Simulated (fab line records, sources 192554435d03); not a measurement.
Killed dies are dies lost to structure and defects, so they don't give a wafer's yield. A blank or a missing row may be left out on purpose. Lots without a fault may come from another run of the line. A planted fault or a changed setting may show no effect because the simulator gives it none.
Split-lot experiment | flow n5_finfet | 7 lots, 21 wafers read, on a route of 1938 steps

THE SPLIT
At N5_SD_EPI_N_COAT_33 (time 60 s, resist thk 35 nm), the setting spin_rpm was moved away from the recipe's 1500 rpm on 8 of the 21 wafers read, by -7.3% to +9.3%. The other wafers ran this setting at the recipe's value.

FROM THE SPLIT TO THE READING: what the file shows between them, 4 steps
- N5_SD_EPI_N_DESCUM_14: chemistry O2, time 7.9 s (also split here: time_s)
- N5_SD_EPI_N_ETCH_34: etches SiARC in CF4, target depth 45.5 nm, time 75.8 s
- N5_SD_EPI_N_ETCH_35: etches SOC in N2/H2, overetch 108 nm, time 486 s
- N5_SD_EPI_N_STRIP_36: strips in N2/H2

THE READING
SiARC_of_SD_EPI_N_COAT_33.thk_nm (the simulator's own value, which no gauge read), in nm, at N5_SD_EPI_N_ETCHBACK_44 (etches SiNx in CH3F/O2, stops on SiO2, target depth 14.5 nm). The file gives no usual value for it. The 13 wafers here that ran the recipe average 16.1 nm, standard deviation 0.35 nm.

wafer  | tool, chamber at the split | spin_rpm as run, rpm | against the recipe | SiARC_of_SD_EPI_N_COAT_33.thk_nm, nm | against lot-mates on the recipe
L074.2 | litho_track-03, 0          | 1500                 | recipe             | 15.8                                 | -
L074.4 | litho_track-03, 0          | 1500                 | recipe             | 15.8                                 | -
L074.6 | litho_track-03, 0          | 1500                 | recipe             | 15.6                                 | -
L077.3 | litho_track-03, 0          | 1500                 | recipe             | 16.8                                 | -
L077.4 | litho_track-03, 0          | 1570                 | +4.7%              | 15.4                                 | -1.1
L077.6 | litho_track-03, 0          | 1500                 | recipe             | 16.2                                 | -
L078.3 | litho_track-05, 0          | 1413                 | -5.8%              | 16.6                                 | +0.4
L078.5 | litho_track-05, 0          | 1413                 | -5.8%              | 16.6                                 | +0.4
L078.6 | litho_track-05, 0          | 1500                 | recipe             | 16.2                                 | -
L079.2 | litho_track-05, 0          | 1500                 | recipe             | 16.6                                 | -
L079.5 | litho_track-05, 0          | 1500                 | recipe             | 16.6                                 | -
L079.6 | litho_track-05, 0          | 1500                 | recipe             | 16                                   | -
L082.2 | litho_track-03, 0          | 1500                 | recipe             | 16.2                                 | -
L082.4 | litho_track-03, 0          | 1392                 | -7.2%              | 17.4                                 | +1.2
L082.6 | litho_track-03, 0          | 1392                 | -7.2%              | 17.4                                 | +1.2
L094.3 | litho_track-02, 0          | 1640                 | +9.3%              | 14.4                                 | -1.6
L094.4 | litho_track-02, 0          | 1500                 | recipe             | 16.2                                 | -
L094.6 | litho_track-02, 0          | 1500                 | recipe             | 15.8                                 | -
L096.1 | litho_track-03, 0          | 1390                 | -7.3%              | 17.2                                 | +1.2
L096.2 | litho_track-03, 0          | 1390                 | -7.3%              | 17.4                                 | +1.4
L096.6 | litho_track-03, 0          | 1500                 | recipe             | 16                                   | -

THE FIT
A straight line over all 21 wafers: SiARC_of_SD_EPI_N_COAT_33.thk_nm changes by -0.159 nm for each +1% of spin_rpm; r = -0.90; the points scatter about the line by 0.33 nm.
The same after taking each lot's own level away (the mean of its wafers on the recipe; 21 wafers): -0.162 nm for each +1%; r = -0.94; scatter 0.25 nm.
On that fit, the largest move of spin_rpm shifts the reading by 1.5 nm.
The lots' own levels span 15.73 to 16.50 nm, that is 2.2 times the standard deviation above.
So the lot-to-lot level changes the slope little: the two slopes agree.
Check: with one of the wafers moved furthest among these (+9.3%) left out of the fit, the line predicts -1.55 nm for it against its lot-mates. It came out at -1.6 nm against them.

OTHER SPLITS ON THESE WAFERS
These wafers also went through other splits before the reading. Each is held against what the fit with the lots' levels taken away leaves over:
other split on the same wafers            | wafers away from the commonest value | r with SiARC_of_SD_EPI_N_COAT_33.thk_nm (lot level and that fit taken away)
N5_WELL_APT_EXPOSE_22 dose_mj             | 5                                    | +0.05
N5_WELL_APT_DEVELOP_24 develop_time_s     | 9                                    | -0.04
N5_PMOS_HMC_CHANNEL_EPI_HM_DEP_34 time_s  | 6                                    | -0.06
N5_PMOS_HMC_CHANNEL_EPI_EXPOSE_06 dose_mj | 7                                    | +0.29
N5_DUMMY_GATE_HM_DEP_06 time_s            | 12                                   | +0.36
N5_DUMMY_GATE_COAT_28 spin_rpm            | 9                                    | +0.33
N5_SD_EPI_N_DESCUM_14 time_s              | 10                                   | -0.14

THE WHOLE CHAIN: every reading that the file lists as answering this split, in the file's order
step                    | what it does                                                | reading                                                                           | change (the file's fit)               | r (the file's)
N5_SD_EPI_N_COAT_33     | time 60 s, resist thk 35 nm                                 | SiARC_of_SD_EPI_N_COAT_33.thk_nm (the simulator's own value, which no gauge read) | -0.182 nm for each +1% of the setting | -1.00
N5_SD_EPI_N_ETCH_34     | etches SiARC in CF4, target depth 45.5 nm, time 75.8 s      | etch.depth_nm (the simulator's own value, which no gauge read)                    | -0.178 nm for each +1% of the setting | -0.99
N5_SD_EPI_N_ETCH_35     | etches SOC in N2/H2, overetch 108 nm, time 486 s            | SiARC_of_SD_EPI_N_COAT_33.thk_nm (the simulator's own value, which no gauge read) | -0.172 nm for each +1% of the setting | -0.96
N5_SD_EPI_N_ETCHBACK_44 | etches SiNx in CH3F/O2, stops on SiO2, target depth 14.5 nm | SiARC_of_SD_EPI_N_COAT_33.thk_nm (the simulator's own value, which no gauge read) | -0.163 nm for each +1% of the setting | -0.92

THE FILE'S OWN FIT
SiARC_of_SD_EPI_N_COAT_33.thk_nm changes by -0.163 nm for each +1% of spin_rpm, r = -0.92.
